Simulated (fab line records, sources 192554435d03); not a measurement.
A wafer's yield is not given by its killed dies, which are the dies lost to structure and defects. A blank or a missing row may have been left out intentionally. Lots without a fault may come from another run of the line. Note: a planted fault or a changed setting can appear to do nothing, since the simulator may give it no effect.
Split-lot study / flow n5-finfet / 21 wafers read from 7 lots, route of 1938 steps

== THE SPLIT ==
At N5_BEOL_M10_PEB_26 (peb time 60 s), the setting peb-time-s was moved away from the recipe's 60 s on 7 of the 21 wafers read, by -13.2% to +21.3%. For the rest of the wafers, this setting stayed at what the recipe calls for.

== FROM THE SPLIT ON TO THE READING: in between, the file shows 1 step ==
- N5_BEOL_M10_DEVELOP_27: develop time 30 s

== THE READING ==
At N5_BEOL_M10_CD_MEAS_28: cd-nm in nanometres, against a target cd of 70 nm. Fault-free wafers of this fab line usually give 69.9 nm, standard deviation 0.86 nm.

wafer=L074.1; tool, chamber at the split=litho-track-04, 0; peb-time-s as run, s=60; against the recipe=recipe; cd-nm, nm=69.0; against lot-mates on the recipe=-
wafer=L074.3; tool, chamber at the split=litho-track-04, 0; peb-time-s as run, s=60; against the recipe=recipe; cd-nm, nm=68.7; against lot-mates on the recipe=-
wafer=L074.5; tool, chamber at the split=litho-track-04, 0; peb-time-s as run, s=60; against the recipe=recipe; cd-nm, nm=68.0; against lot-mates on the recipe=-
wafer=L078.1; tool, chamber at the split=litho-track-03, 0; peb-time-s as run, s=54.92; against the recipe=-8.5%; cd-nm, nm=66.8; against lot-mates on the recipe=-9.2
wafer=L078.2; tool, chamber at the split=litho-track-03, 0; peb-time-s as run, s=54.92; against the recipe=-8.5%; cd-nm, nm=66.5; against lot-mates on the recipe=-9.5
wafer=L078.5; tool, chamber at the split=litho-track-03, 0; peb-time-s as run, s=60; against the recipe=recipe; cd-nm, nm=76.0; against lot-mates on the recipe=-
wafer=L080.1; tool, chamber at the split=litho-track-03, 0; peb-time-s as run, s=60; against the recipe=recipe; cd-nm, nm=70.4; against lot-mates on the recipe=-
wafer=L080.3; tool, chamber at the split=litho-track-03, 0; peb-time-s as run, s=72.79; against the recipe=+21.3%; cd-nm, nm=79.0; against lot-mates on the recipe=+8.6
wafer=L080.4; tool, chamber at the split=litho-track-03, 0; peb-time-s as run, s=60; against the recipe=recipe; cd-nm, nm=70.4; against lot-mates on the recipe=-
wafer=L088.1; tool, chamber at the split=litho-track-04, 0; peb-time-s as run, s=60; against the recipe=recipe; cd-nm, nm=69.5; against lot-mates on the recipe=-
wafer=L088.2; tool, chamber at the split=litho-track-04, 0; peb-time-s as run, s=60; against the recipe=recipe; cd-nm, nm=72.6; against lot-mates on the recipe=-
wafer=L088.3; tool, chamber at the split=litho-track-04, 0; peb-time-s as run, s=60; against the recipe=recipe; cd-nm, nm=73.5; against lot-mates on the recipe=-
wafer=L086.1; tool, chamber at the split=litho-track-03, 0; peb-time-s as run, s=52.1; against the recipe=-13.2%; cd-nm, nm=67.2; against lot-mates on the recipe=no lot-mate on the recipe
wafer=L086.3; tool, chamber at the split=litho-track-03, 0; peb-time-s as run, s=52.1; against the recipe=-13.2%; cd-nm, nm=64.8; against lot-mates on the recipe=no lot-mate on the recipe
wafer=L086.4; tool, chamber at the split=litho-track-03, 0; peb-time-s as run, s=52.1; against the recipe=-13.2%; cd-nm, nm=63.4; against lot-mates on the recipe=no lot-mate on the recipe
wafer=L087.1; tool, chamber at the split=litho-track-03, 0; peb-time-s as run, s=60; against the recipe=recipe; cd-nm, nm=69.7; against lot-mates on the recipe=-
wafer=L087.2; tool, chamber at the split=litho-track-03, 0; peb-time-s as run, s=60; against the recipe=recipe; cd-nm, nm=71.0; against lot-mates on the recipe=-
wafer=L087.3; tool, chamber at the split=litho-track-03, 0; peb-time-s as run, s=60; against the recipe=recipe; cd-nm, nm=70.3; against lot-mates on the recipe=-
wafer=L096.2; tool, chamber at the split=litho-track-03, 0; peb-time-s as run, s=60; against the recipe=recipe; cd-nm, nm=73.1; against lot-mates on the recipe=-
wafer=L096.3; tool, chamber at the split=litho-track-03, 0; peb-time-s as run, s=53.37; against the recipe=-11.1%; cd-nm, nm=65.1; against lot-mates on the recipe=-8.6
wafer=L096.6; tool, chamber at the split=litho-track-03, 0; peb-time-s as run, s=60; against the recipe=recipe; cd-nm, nm=74.3; against lot-mates on the recipe=-

THE FIT
A straight line over all 21 wafers: cd-nm changes by +0.433 nm for each +1% of peb-time-s; r = +0.85; the points scatter about the line by 2.1 nm.
The same after taking each lot's own level away (the mean of its wafers on the recipe; 18 wafers): +0.599 nm for each +1%; r = +0.91; scatter 1.9 nm.
The reading moves by 13 nm for the largest change in peb-time-s, on that fit.
The lots' own levels span 68.57 to 76.00 nm, that is 8.6 times the standard deviation above.
So the slope is not independent of the lot-to-lot level: the two fits are not the same.
Check: with one of the wafers moved furthest among these (+21.3%) left out of the fit, the line predicts +20.2 nm for it against its lot-mates. It came out at +8.6 nm against them.

== THE OTHER SPLITS THESE WAFERS WENT THROUGH ==
These wafers also went through other splits before the reading. Each is held against what the fit with the lots' levels taken away leaves over:
other split on the same wafers=N5_BEOL_M8_TRENCH_ETCH_37 source-w; wafers away from the commonest value=11; r with cd-nm (lot level and that fit taken away)=+0.21
other split on the same wafers=N5_BEOL_M8_ALD_77 ald-cycles; wafers away from the commonest value=6; r with cd-nm (lot level and that fit taken away)=-0.07
other split on the same wafers=N5_BEOL_M9_ETCH_62 source-w; wafers away from the commonest value=7; r with cd-nm (lot level and that fit taken away)=-0.26
other split on the same wafers=N5_BEOL_M9_COAT_22 spin-rpm; wafers away from the commonest value=7; r with cd-nm (lot level and that fit taken away)=+0.13
other split on the same wafers=N5_BEOL_M10_EXPOSE_25 dose-mj; wafers away from the commonest value=6; r with cd-nm (lot level and that fit taken away)=+0.40

== FILE'S OWN FIT ==
cd-nm changes by +0.549 nm for each +1% of peb-time-s, r = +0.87.
